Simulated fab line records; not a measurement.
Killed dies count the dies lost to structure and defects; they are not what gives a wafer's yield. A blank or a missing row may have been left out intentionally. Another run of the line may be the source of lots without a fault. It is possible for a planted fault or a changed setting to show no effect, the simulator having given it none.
Matching of chambers + flow n5 finfet + rie diel-03 running N5_BEOL_M8_STRIP_36: 4 sister chambers
The step strips in N2/H2. 14 wafers are shown with their chamber, then 7 later ones without.

WAFERS, EACH WITH ITS CHAMBER
| wafer  | chamber | throttle valve pct (%) | showerhead plenum p Torr (Torr) | oes product au (a.u.) |
|--------|---------|------------------------|---------------------------------|-----------------------|
| L078.1 | 1       | 24.0                   | 2.59                            | 0.83                  |
| L078.3 | 3       | 23.4                   | 2.46                            | 0.90                  |
| L078.6 | 0       | 23.0                   | 2.60                            | 0.68                  |
| L079.3 | 3       | 23.4                   | 2.46                            | 0.88                  |
| L079.4 | 1       | 24.0                   | 2.59                            | 0.82                  |
| L079.6 | 3       | 23.4                   | 2.46                            | 0.89                  |
| L082.1 | 1       | 24.0                   | 2.59                            | 0.82                  |
| L082.2 | 2       | 23.0                   | 2.70                            | 0.95                  |
| L082.3 | 0       | 23.0                   | 2.60                            | 0.68                  |
| L086.1 | 3       | 23.4                   | 2.45                            | 0.87                  |
| L086.4 | 1       | 24.1                   | 2.59                            | 0.81                  |
| L086.5 | 2       | 23.0                   | 2.69                            | 0.93                  |
| L088.3 | 3       | 23.4                   | 2.45                            | 0.85                  |
| L088.4 | 3       | 23.4                   | 2.45                            | 0.85                  |

SIGNATURES (means of the wafers above)
| reading                  | chamber 0 | chamber 1 | chamber 2 | chamber 3 | scatter within a chamber |
|--------------------------|-----------|-----------|-----------|-----------|--------------------------|
| throttle valve pct       | 23.000    | 24.025    | 23.000    | 23.400    | 0.0274                   |
| showerhead plenum p Torr | 2.6000    | 2.5900    | 2.6950    | 2.4550    | 0.00447                  |
| oes product au           | 0.6800    | 0.8200    | 0.9400    | 0.8733    | 0.0159                   |
Rule: for each reading, subtract the chamber's mean from the wafer's reading, divide by that reading's scatter and square the result; add these up over the readings and take the root, which gives the wafer's distance from the chamber. The wafer belongs to the nearest chamber; if the next one is less than 2 further off, it can't be placed. The scatter: take each reading less its chamber's mean, square it, sum over the shown wafers, divide by the number of wafers less the number of chambers, and take the root.

WAFERS MISSING THEIR CHAMBER
| wafer  | throttle valve pct (%) | showerhead plenum p Torr (Torr) | oes product au (a.u.) |
|--------|------------------------|---------------------------------|-----------------------|
| L088.6 | 22.8                   | 2.59                            | 0.97                  |
| L092.2 | 23.4                   | 2.44                            | 0.84                  |
| L092.4 | 23.0                   | 2.69                            | 0.91                  |
| L092.6 | 22.9                   | 2.59                            | 0.93                  |
| L095.1 | 23.0                   | 2.68                            | 0.88                  |
| L095.3 | 23.4                   | 2.44                            | 0.84                  |
| L095.5 | 22.9                   | 2.58                            | 0.90                  |

WHICH CHAMBER EACH ONE RAN IN
| wafer  | from the rows above | in truth |
|--------|---------------------|----------|
| L088.6 | 0                   | 0        |
| L092.2 | 3                   | 3        |
| L092.4 | 2                   | 2        |
| L092.6 | 0                   | 0        |
| L095.1 | 2                   | 2        |
| L095.3 | 3                   | 3        |
| L095.5 | 0                   | 0        |
Correctly placed: 7 of 7. Number that these rows cannot place: 0. Placed wrongly: 0.
